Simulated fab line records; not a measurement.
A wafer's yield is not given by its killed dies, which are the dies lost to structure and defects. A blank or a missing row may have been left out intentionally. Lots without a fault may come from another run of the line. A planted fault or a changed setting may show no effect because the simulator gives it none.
Split-lot experiment | flow n5-finfet | on a route of 1938 steps: 7 lots, 39 wafers read

THE SPLIT ITSELF
At N5_MOL_CONTACT_COAG_CVD_140 (deposits W, target thk 66.5 nm, time 215 s), the setting target-thk-a was moved away from the recipe's 665 angstrom on 15 of the 39 wafers read, by -13.9% to +4.4%. The other wafers ran this setting at the recipe's value.

FROM THE SPLIT TO THE READING: what the file shows between them, 2 steps
- N5_MOL_CONTACT_COAG_PRECLEAN_127: cleans in DIW, time 57.5 s
- N5_MOL_CONTACT_COAG_SRD_128: dry time 32 s

THE READING
W_of_MOL_CONTACT_COAG_CVD_140.thk-nm (the simulator's own value, which no gauge read), in nm, at N5_MOL_CONTACT_COAG_CMP_52 (polishes, stops on SiO2, t overpolish 1.5 s, target thk 66.5 nm). The file does not state a usual value for it. Across the 24 wafers here that went through the recipe, the average is 65.8 nm and the standard deviation 0.77 nm.

wafer  | tool, chamber at the split | target-thk-a as run, angstrom | against the recipe | W_of_MOL_CONTACT_COAG_CVD_140.thk-nm, nm | against lot-mates on the recipe
L075.2 | cvd-w-01, 1,0              | 665                           | recipe             | 65.2                                     | -
L075.1 | cvd-w-01, 1,0              | 665                           | recipe             | 65.2                                     | -
L075.4 | cvd-w-01, 0                | 665                           | recipe             | 65                                       | -
L075.3 | cvd-w-01, 1                | 572.8                         | -13.9%             | 56                                       | -9.1
L075.5 | cvd-w-01, 0                | 572.8                         | -13.9%             | 54.8                                     | -10.3
L075.6 | cvd-w-01, 1                | 572.8                         | -13.9%             | 57                                       | -8.1
L084.2 | cvd-w-02, 1                | 665                           | recipe             | 66.2                                     | -
L084.5 | cvd-w-02, 1                | 665                           | recipe             | 66.2                                     | -
L084.1 | cvd-w-02, 0                | 694.5                         | +4.4%              | 66                                       | -0.6
L084.4 | cvd-w-02, 0                | 665                           | recipe             | 67.4                                     | -
L084.3 | cvd-w-02, 1                | 694.5                         | +4.4%              | 65.4                                     | -1.2
L084.6 | cvd-w-02, 0                | 694.5                         | +4.4%              | 68.4                                     | +1.8
L086.1 | cvd-w-02, 1                | 665                           | recipe             | 64.6                                     | -
L086.6 | cvd-w-02, 1                | 665                           | recipe             | 64.6                                     | -
L086.3 | cvd-w-02, 0                | 618.4                         | -7.0%              | 61.2                                     | -3.9
L086.4 | cvd-w-02, 1                | 618.4                         | -7.0%              | 60.2                                     | -4.9
L086.2 | cvd-w-02, 0                | 665                           | recipe             | 66                                       | -
L086.5 | cvd-w-02, 0                | 618.4                         | -7.0%              | 61.4                                     | -3.7
L088.4 | cvd-w-02, 0                | 665                           | recipe             | 65.6                                     | -
L088.2 | cvd-w-02, 0,1              | 665                           | recipe             | 65.2                                     | -
L088.5 | cvd-w-02, 0,1              | 665                           | recipe             | 65.2                                     | -
L089.1 | cvd-w-02, 1                | 665                           | recipe             | 65.2                                     | -
L089.3 | cvd-w-02, 0,1              | 665                           | recipe             | 66.4                                     | -
L089.4 | cvd-w-02, 0,1              | 665                           | recipe             | 66.4                                     | -
L089.2 | cvd-w-02, 0                | 665                           | recipe             | 66.4                                     | -
L089.6 | cvd-w-02, 0                | 665                           | recipe             | 66.6                                     | -
L089.5 | cvd-w-02, 1                | 665                           | recipe             | 65.4                                     | -
L092.3 | cvd-w-02, 1                | 665                           | recipe             | 65.2                                     | -
L092.4 | cvd-w-02, 0                | 635.1                         | -4.5%              | 63.2                                     | -2.1
L092.1 | cvd-w-02, 1                | 635.1                         | -4.5%              | 62                                       | -3.3
L092.2 | cvd-w-02, 0                | 665                           | recipe             | 66                                       | -
L092.5 | cvd-w-02, 0                | 635.1                         | -4.5%              | 62.8                                     | -2.5
L092.6 | cvd-w-02, 1                | 665                           | recipe             | 64.8                                     | -
L095.1 | cvd-w-01, 0                | 638.2                         | -4.0%              | 63.2                                     | -3.5
L095.2 | cvd-w-01, 1                | 638.2                         | -4.0%              | 64.6                                     | -2.1
L095.3 | cvd-w-01, 1                | 665                           | recipe             | 67.2                                     | -
L095.4 | cvd-w-01, 0                | 665                           | recipe             | 66.4                                     | -
L095.6 | cvd-w-01, 0                | 665                           | recipe             | 66.4                                     | -
L095.5 | cvd-w-01, 1                | 638.2                         | -4.0%              | 64.4                                     | -2.3
When a row names more than one chamber, that row covers several wafers, and the file does not tell which wafer ran in which chamber.

THE FIT
A straight line over all 39 wafers: W_of_MOL_CONTACT_COAG_CVD_140.thk-nm changes by +0.638 nm for each +1% of target-thk-a; r = +0.94; the points scatter about the line by 1 nm.
The same after taking each lot's own level away (the mean of its wafers on the recipe; 39 wafers): +0.574 nm for each +1%; r = +0.93; scatter 0.98 nm.
Per that fit: largest target-thk-a move, reading shift of 8 nm.
The span of the lots' own levels, 65.07 to 66.67 nm, comes to 2.1 times the standard deviation stated above.
So the slope is not independent of the lot-to-lot level: the two fits are not the same.
Check: with one of the wafers moved furthest among these (-13.9%) left out of the fit, the line predicts -8.06 nm for it against its lot-mates. It came out at -9.13 nm against them.

ADDITIONAL SPLITS CARRIED BY THESE WAFERS
These wafers also went through other splits before the reading. Each is held against what the fit with the lots' levels taken away leaves over:
other split on the same wafers | wafers away from the commonest value | r with W_of_MOL_CONTACT_COAG_CVD_140.thk-nm (lot level and that fit taken away)
N5_FIN_SAQP_ALD_61 ald-cycles  | 15                                   | -0.07
N5_HKMG_FIN_ETCH_32 source-w   | 12                                   | +0.16

THE WHOLE CHAIN: every reading that the file lists as answering this split, in the file's order
step                        | what it does                                                    | reading                                                                               | change (the file's fit)               | r (the file's)
N5_MOL_CONTACT_COAG_CVD_140 | deposits W, target thk 66.5 nm, time 215 s                      | W_of_MOL_CONTACT_COAG_CVD_140.thk-nm (the simulator's own value, which no gauge read) | +0.651 nm for each +1% of the setting | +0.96
N5_MOL_CONTACT_COAG_CMP_52  | polishes, stops on SiO2, t overpolish 1.5 s, target thk 66.5 nm | W_of_MOL_CONTACT_COAG_CVD_140.thk-nm (the simulator's own value, which no gauge read) | +0.602 nm for each +1% of the setting | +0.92

FILE'S OWN FIT
W_of_MOL_CONTACT_COAG_CVD_140.thk-nm changes by +0.602 nm for each +1% of target-thk-a, r = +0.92.
